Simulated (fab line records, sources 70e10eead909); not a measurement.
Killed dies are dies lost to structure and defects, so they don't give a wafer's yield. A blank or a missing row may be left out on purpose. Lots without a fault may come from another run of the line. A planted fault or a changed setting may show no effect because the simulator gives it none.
Which tool did it? | flow nand_harc | 12 lots, 36 wafers sampled, at 3 steps of a route of 1302

WHAT THE GAUGES READ, wafer by wafer
NHARC_P_M2_CD_MEAS_16.
lot  | measured     | on        | cd_nm (nm)
L076 | day 7 07:17  | cd_sem-02 | 169.5 169.9 169.7
L078 | day 7 23:49  | cd_sem-02 | 168.8 170.6 171.1
L075 | day 8 21:34  | cd_sem-01 | 171.0 169.4 169.2
L081 | day 9 08:03  | cd_sem-03 | 169.9 169.9 170.6
L083 | day 10 11:35 | cd_sem-01 | 169.4 170.1 168.0
L085 | day 11 08:46 | cd_sem-02 | 170.6 171.4 169.6
L087 | day 12 08:22 | cd_sem-03 | 169.1 170.7 170.2
L090 | day 12 22:11 | cd_sem-02 | 169.8 170.0 169.0
L091 | day 13 07:29 | cd_sem-03 | 171.0 169.2 170.0
L093 | day 14 04:40 | cd_sem-03 | 169.5 168.4 170.0
L095 | day 15 05:26 | cd_sem-01 | 169.1 169.8 168.7
L097 | day 15 21:30 | cd_sem-03 | 168.6 169.5 170.3

WHICH TOOL RAN EACH LOT (tool, then ch and the chambers of the sampled wafers, then the start)
lot  | NHARC_P_M2_DESCUM_14               | NHARC_P_M2_ETCH_15
L076 | rie_diel-07 ch 0,2,3, day 7 06:59  | rie_diel-07 ch 0,2, day 7 07:17 or earlier
L078 | rie_diel-07 ch 1,2,3, day 7 23:28  | rie_diel-07 ch 1,2,3, day 7 23:49 or earlier
L075 | rie_diel-11 ch 1,2,3, day 8 21:16  | rie_diel-11 ch 0,1,3, day 8 21:34 or earlier
L081 | rie_diel-04 ch 0,1,2, day 9 07:44  | rie_diel-04 ch 0,1,3, day 9 08:03 or earlier
L083 | rie_diel-04 ch 0,3, day 10 11:17   | rie_diel-04 ch 1,3, day 10 11:35 or earlier
L085 | rie_diel-11 ch 0,1,2, day 11 08:28 | rie_diel-11 ch 1,2,3, day 11 08:46 or earlier
L087 | rie_diel-07 ch 1,2,3, day 12 08:04 | rie_diel-07 ch 0,1,2, day 12 08:22 or earlier
L090 | rie_diel-04 ch 0,1,2, day 12 21:53 | rie_diel-04 ch 1,2, day 12 22:11 or earlier
L091 | rie_diel-04 ch 0,1,2, day 13 07:12 | rie_diel-04 ch 1,3, day 13 07:29 or earlier
L093 | rie_diel-07 ch 1,2, day 14 04:22   | rie_diel-07 ch 0,3, day 14 04:40 or earlier
L095 | rie_diel-11 ch 0,1, day 15 05:06   | rie_diel-11 ch 0,1,3, day 15 05:26 or earlier
L097 | rie_diel-07 ch 0,3, day 15 21:11   | rie_diel-07 ch 1,2,3, day 15 21:30 or earlier
- NHARC_P_M2_DESCUM_14: chemistry O2, time 3 s.
- NHARC_P_M2_ETCH_15: etches the open film in C4F8/Ar, target depth 182.5 nm, time 91.2 s.

THE ANSWER, worked out from the rows above alone
Rule: what is usual is taken from the lots themselves. Put in order of their means at a reading, lots are off if they are a third of the lots or fewer, leave a main group of 4 or more, and stand apart from it by a gap of 3 or more times the standard deviation of the main group's means; of several such gaps the widest counts. A main group whose means are all the same, to the digits that the tables above print for the reading, isn't used. A lot without any number at a reading at which 4 lots or more have one is off too. The other lots that the step has rows for count as sound.
No lot is off at any reading shown: from this, nothing can be told.

WHAT THE SIMULATOR HAD PUT IN
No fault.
